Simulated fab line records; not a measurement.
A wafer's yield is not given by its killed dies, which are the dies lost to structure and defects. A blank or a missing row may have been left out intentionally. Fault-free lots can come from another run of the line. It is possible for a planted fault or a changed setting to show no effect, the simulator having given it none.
Chamber matching || flow nand-harc || rie-diel-12 running NHARC_P_GATE_STRIP_108: 4 sister chambers
The step strips in O2. 27 wafers are shown with their chamber, then 12 later ones without.

EACH WAFER AND ITS CHAMBER
{"wafer": "L074.2", "chamber": 1, "showerhead-plenum-p-Torr (Torr)": 3.39, "drypump-motor-current-A (A)": 5.5, "oes-product-au (a.u.)": 0.989}
{"wafer": "L074.4", "chamber": 3, "showerhead-plenum-p-Torr (Torr)": 3.62, "drypump-motor-current-A (A)": 6.0, "oes-product-au (a.u.)": 0.997}
{"wafer": "L074.5", "chamber": 3, "showerhead-plenum-p-Torr (Torr)": 3.62, "drypump-motor-current-A (A)": 6.0, "oes-product-au (a.u.)": 0.990}
{"wafer": "L075.2", "chamber": 2, "showerhead-plenum-p-Torr (Torr)": 3.46, "drypump-motor-current-A (A)": 5.8, "oes-product-au (a.u.)": 1.021}
{"wafer": "L075.4", "chamber": 0, "showerhead-plenum-p-Torr (Torr)": 3.66, "drypump-motor-current-A (A)": 5.3, "oes-product-au (a.u.)": 1.005}
{"wafer": "L075.5", "chamber": 2, "showerhead-plenum-p-Torr (Torr)": 3.46, "drypump-motor-current-A (A)": 5.7, "oes-product-au (a.u.)": 1.011}
{"wafer": "L076.1", "chamber": 0, "showerhead-plenum-p-Torr (Torr)": 3.66, "drypump-motor-current-A (A)": 5.3, "oes-product-au (a.u.)": 0.990}
{"wafer": "L076.2", "chamber": 2, "showerhead-plenum-p-Torr (Torr)": 3.46, "drypump-motor-current-A (A)": 5.8, "oes-product-au (a.u.)": 1.000}
{"wafer": "L076.5", "chamber": 2, "showerhead-plenum-p-Torr (Torr)": 3.46, "drypump-motor-current-A (A)": 5.7, "oes-product-au (a.u.)": 0.998}
{"wafer": "L077.1", "chamber": 2, "showerhead-plenum-p-Torr (Torr)": 3.46, "drypump-motor-current-A (A)": 5.7, "oes-product-au (a.u.)": 1.005}
{"wafer": "L077.4", "chamber": 1, "showerhead-plenum-p-Torr (Torr)": 3.38, "drypump-motor-current-A (A)": 5.5, "oes-product-au (a.u.)": 0.994}
{"wafer": "L077.6", "chamber": 0, "showerhead-plenum-p-Torr (Torr)": 3.66, "drypump-motor-current-A (A)": 5.3, "oes-product-au (a.u.)": 0.996}
{"wafer": "L078.1", "chamber": 2, "showerhead-plenum-p-Torr (Torr)": 3.46, "drypump-motor-current-A (A)": 5.7, "oes-product-au (a.u.)": 0.995}
{"wafer": "L078.3", "chamber": 0, "showerhead-plenum-p-Torr (Torr)": 3.66, "drypump-motor-current-A (A)": 5.3, "oes-product-au (a.u.)": 1.003}
{"wafer": "L078.5", "chamber": 0, "showerhead-plenum-p-Torr (Torr)": 3.66, "drypump-motor-current-A (A)": 5.3, "oes-product-au (a.u.)": 0.994}
{"wafer": "L080.3", "chamber": 3, "showerhead-plenum-p-Torr (Torr)": 3.61, "drypump-motor-current-A (A)": 5.9, "oes-product-au (a.u.)": 0.993}
{"wafer": "L080.4", "chamber": 2, "showerhead-plenum-p-Torr (Torr)": 3.46, "drypump-motor-current-A (A)": 5.7, "oes-product-au (a.u.)": 1.009}
{"wafer": "L080.5", "chamber": 2, "showerhead-plenum-p-Torr (Torr)": 3.46, "drypump-motor-current-A (A)": 5.7, "oes-product-au (a.u.)": 0.996}
{"wafer": "L083.1", "chamber": 0, "showerhead-plenum-p-Torr (Torr)": 3.66, "drypump-motor-current-A (A)": 5.3, "oes-product-au (a.u.)": 0.996}
{"wafer": "L083.2", "chamber": 1, "showerhead-plenum-p-Torr (Torr)": 3.38, "drypump-motor-current-A (A)": 5.5, "oes-product-au (a.u.)": 0.970}
{"wafer": "L083.3", "chamber": 3, "showerhead-plenum-p-Torr (Torr)": 3.61, "drypump-motor-current-A (A)": 6.0, "oes-product-au (a.u.)": 0.990}
{"wafer": "L086.1", "chamber": 0, "showerhead-plenum-p-Torr (Torr)": 3.66, "drypump-motor-current-A (A)": 5.3, "oes-product-au (a.u.)": 1.013}
{"wafer": "L086.3", "chamber": 1, "showerhead-plenum-p-Torr (Torr)": 3.38, "drypump-motor-current-A (A)": 5.5, "oes-product-au (a.u.)": 0.968}
{"wafer": "L086.6", "chamber": 1, "showerhead-plenum-p-Torr (Torr)": 3.38, "drypump-motor-current-A (A)": 5.5, "oes-product-au (a.u.)": 0.973}
{"wafer": "L089.1", "chamber": 1, "showerhead-plenum-p-Torr (Torr)": 3.38, "drypump-motor-current-A (A)": 5.5, "oes-product-au (a.u.)": 0.967}
{"wafer": "L089.2", "chamber": 0, "showerhead-plenum-p-Torr (Torr)": 3.65, "drypump-motor-current-A (A)": 5.3, "oes-product-au (a.u.)": 1.000}
{"wafer": "L089.5", "chamber": 0, "showerhead-plenum-p-Torr (Torr)": 3.65, "drypump-motor-current-A (A)": 5.3, "oes-product-au (a.u.)": 1.000}

SIGNATURES (averages over the wafers above)
{"reading": "showerhead-plenum-p-Torr", "chamber 0": 3.6578, "chamber 1": 3.3817, "chamber 2": 3.4600, "chamber 3": 3.6150, "scatter within a chamber": 0.00384}
{"reading": "drypump-motor-current-A", "chamber 0": 5.300, "chamber 1": 5.500, "chamber 2": 5.725, "chamber 3": 5.975, "scatter within a chamber": 0.0313}
{"reading": "oes-product-au", "chamber 0": 0.99967, "chamber 1": 0.97683, "chamber 2": 1.00438, "chamber 3": 0.99250, "scatter within a chamber": 0.00845}
Rule: a wafer lies at a distance from a chamber equal to the root of the sum of squares, over the readings, of (its reading less the chamber's mean, divided by the reading's scatter). The wafer belongs to the nearest chamber; if the next one is less than 2 further off, it can't be placed. The scatter is the square root of a quotient: the sum, over the shown wafers, of each reading's squared deviation from its chamber's mean, divided by wafers minus chambers.

WAFERS WHOSE CHAMBER IS MISSING
{"wafer": "L090.2", "showerhead-plenum-p-Torr (Torr)": 3.38, "drypump-motor-current-A (A)": 5.5, "oes-product-au (a.u.)": 0.977}
{"wafer": "L090.3", "showerhead-plenum-p-Torr (Torr)": 3.45, "drypump-motor-current-A (A)": 5.7, "oes-product-au (a.u.)": 1.008}
{"wafer": "L090.4", "showerhead-plenum-p-Torr (Torr)": 3.65, "drypump-motor-current-A (A)": 5.3, "oes-product-au (a.u.)": 1.013}
{"wafer": "L091.1", "showerhead-plenum-p-Torr (Torr)": 3.65, "drypump-motor-current-A (A)": 5.3, "oes-product-au (a.u.)": 1.013}
{"wafer": "L091.2", "showerhead-plenum-p-Torr (Torr)": 3.38, "drypump-motor-current-A (A)": 5.5, "oes-product-au (a.u.)": 0.981}
{"wafer": "L091.6", "showerhead-plenum-p-Torr (Torr)": 3.65, "drypump-motor-current-A (A)": 5.3, "oes-product-au (a.u.)": 1.013}
{"wafer": "L094.2", "showerhead-plenum-p-Torr (Torr)": 3.45, "drypump-motor-current-A (A)": 5.7, "oes-product-au (a.u.)": 1.011}
{"wafer": "L094.3", "showerhead-plenum-p-Torr (Torr)": 3.65, "drypump-motor-current-A (A)": 5.3, "oes-product-au (a.u.)": 1.011}
{"wafer": "L094.4", "showerhead-plenum-p-Torr (Torr)": 3.65, "drypump-motor-current-A (A)": 5.3, "oes-product-au (a.u.)": 1.005}
{"wafer": "L096.1", "showerhead-plenum-p-Torr (Torr)": 3.45, "drypump-motor-current-A (A)": 5.7, "oes-product-au (a.u.)": 1.013}
{"wafer": "L096.3", "showerhead-plenum-p-Torr (Torr)": 3.37, "drypump-motor-current-A (A)": 5.5, "oes-product-au (a.u.)": 0.972}
{"wafer": "L096.4", "showerhead-plenum-p-Torr (Torr)": 3.37, "drypump-motor-current-A (A)": 5.5, "oes-product-au (a.u.)": 0.978}

WHICH CHAMBER EACH ONE RAN IN
{"wafer": "L090.2", "from the rows above": 1, "in truth": 1}
{"wafer": "L090.3", "from the rows above": 2, "in truth": 2}
{"wafer": "L090.4", "from the rows above": 0, "in truth": 0}
{"wafer": "L091.1", "from the rows above": 0, "in truth": 0}
{"wafer": "L091.2", "from the rows above": 1, "in truth": 1}
{"wafer": "L091.6", "from the rows above": 0, "in truth": 0}
{"wafer": "L094.2", "from the rows above": 2, "in truth": 2}
{"wafer": "L094.3", "from the rows above": 0, "in truth": 0}
{"wafer": "L094.4", "from the rows above": 0, "in truth": 0}
{"wafer": "L096.1", "from the rows above": 2, "in truth": 2}
{"wafer": "L096.3", "from the rows above": 1, "in truth": 1}
{"wafer": "L096.4", "from the rows above": 1, "in truth": 1}
Correct placement for 12 of the 12. Can't be placed from these rows: 0. Number placed wrongly: 0.
